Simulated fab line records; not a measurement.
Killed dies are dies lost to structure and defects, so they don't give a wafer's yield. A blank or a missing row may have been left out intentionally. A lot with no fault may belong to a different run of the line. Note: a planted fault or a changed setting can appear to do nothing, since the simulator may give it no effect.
Chamber matching | flow n5-finfet | 3 sister chambers for N5_MOL_CONTACT_COAG_STRIP_96 on rie-diel-04
The step strips in N2/H2. 16 wafers are shown with their chamber, then 4 later ones without.

WAFERS PAIRED WITH THEIR CHAMBERS
wafer  | chamber | throttle-valve-pct (%) | showerhead-plenum-p-Torr (Torr) | oes-product-au (a.u.)
L074.3 | 3       | 18.3                   | 3.29                            | 0.96
L074.5 | 3       | 18.3                   | 3.29                            | 0.95
L074.6 | 0       | 19.4                   | 3.20                            | 0.70
L075.2 | 1       | 18.3                   | 3.23                            | 0.72
L075.4 | 3       | 18.3                   | 3.29                            | 0.95
L075.6 | 1       | 18.3                   | 3.23                            | 0.72
L076.1 | 1       | 18.3                   | 3.23                            | 0.73
L076.4 | 0       | 19.4                   | 3.20                            | 0.70
L076.5 | 3       | 18.3                   | 3.29                            | 0.93
L084.2 | 0       | 19.4                   | 3.19                            | 0.70
L084.3 | 1       | 18.4                   | 3.22                            | 0.71
L084.4 | 3       | 18.3                   | 3.28                            | 0.90
L086.2 | 0       | 19.5                   | 3.19                            | 0.69
L086.3 | 3       | 18.3                   | 3.28                            | 0.88
L086.5 | 1       | 18.3                   | 3.22                            | 0.69
L088.2 | 3       | 18.3                   | 3.28                            | 0.89

SIGNATURES (means of the wafers above)
reading                  | chamber 0 | chamber 1 | chamber 3 | scatter within a chamber
throttle-valve-pct       | 19.425    | 18.320    | 18.300    | 0.0345
showerhead-plenum-p-Torr | 3.1950    | 3.2260    | 3.2857    | 0.00549
oes-product-au           | 0.6975    | 0.7140    | 0.9229    | 0.0238
Rule: distance of a wafer from a chamber = root of the sum over the readings of ((wafer's reading minus chamber's mean) / reading's scatter) squared. If the next closest chamber is less than 2 further off than the closest, the wafer can't be placed; otherwise it belongs to the closest. The scatter: the root of (the sum of the squares of (reading less its chamber's mean) over the shown wafers, divided by (wafers less chambers)).

WAFERS WITH NO CHAMBER GIVEN
wafer  | throttle-valve-pct (%) | showerhead-plenum-p-Torr (Torr) | oes-product-au (a.u.)
L088.4 | 19.5                   | 3.19                            | 0.69
L088.5 | 18.3                   | 3.28                            | 0.90
L092.3 | 18.4                   | 3.27                            | 0.86
L095.6 | 18.4                   | 3.20                            | 0.69

CHAMBER TAKEN BY EACH
wafer  | from the rows above | in truth
L088.4 | 0                   | 0
L088.5 | 3                   | 3
L092.3 | 3                   | 3
L095.6 | 1                   | 1
Correctly placed: 4 of 4. Number that these rows cannot place: 0. Number placed wrongly: 0.
